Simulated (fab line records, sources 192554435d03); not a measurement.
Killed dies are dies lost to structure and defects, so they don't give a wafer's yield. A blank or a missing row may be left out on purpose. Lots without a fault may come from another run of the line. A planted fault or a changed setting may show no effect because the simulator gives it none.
Chamber matching | flow n5_finfet | N5_BEOL_M5_DESCUM_33 on rie_diel-01: 4 sister chambers
The step chemistry O2, time 7 s. 4 wafers are shown with their chamber, then 10 later ones without.

WAFERS WITH THEIR CHAMBER
wafer  | chamber | drypump_motor_current_A (A)
L086.2 | 1       | 6.0
L085.5 | 3       | 5.8
L089.1 | 2       | 6.3
L089.5 | 0       | 5.3

WAFERS WITHOUT THEIR CHAMBER
wafer  | drypump_motor_current_A (A)
L089.6 | 6.0
L093.2 | 5.3
L093.4 | 6.3
L093.5 | 6.3
L094.1 | 6.3
L094.2 | 6.0
L094.3 | 5.8
L095.2 | 6.0
L095.3 | 5.3
L095.5 | 6.2

WHICH CHAMBER EACH WENT THROUGH
wafer  | from the rows above | in truth
L089.6 | 1                   | 1
L093.2 | 0                   | 0
L093.4 | 2                   | 2
L093.5 | 2                   | 2
L094.1 | 2                   | 2
L094.2 | 1                   | 1
L094.3 | 3                   | 3
L095.2 | 1                   | 1
L095.3 | 0                   | 0
L095.5 | 2                   | 2
Placed correctly: 10 of 10. Can't be placed from these rows: 0. Placed wrongly: 0.
How it was worked out, from the rows above alone: a wafer's distance from a chamber is the root of the sum, over the readings, of the square of ((its reading less the chamber's mean) divided by the reading's scatter). The wafer belongs to the nearest chamber; if the next one is less than 2 further off, it can't be placed. A chamber's mean is the mean of its shown wafers. The scatter: with one shown wafer a chamber, the root of the mean of the squares of how far each hidden wafer lies from its nearest shown one.
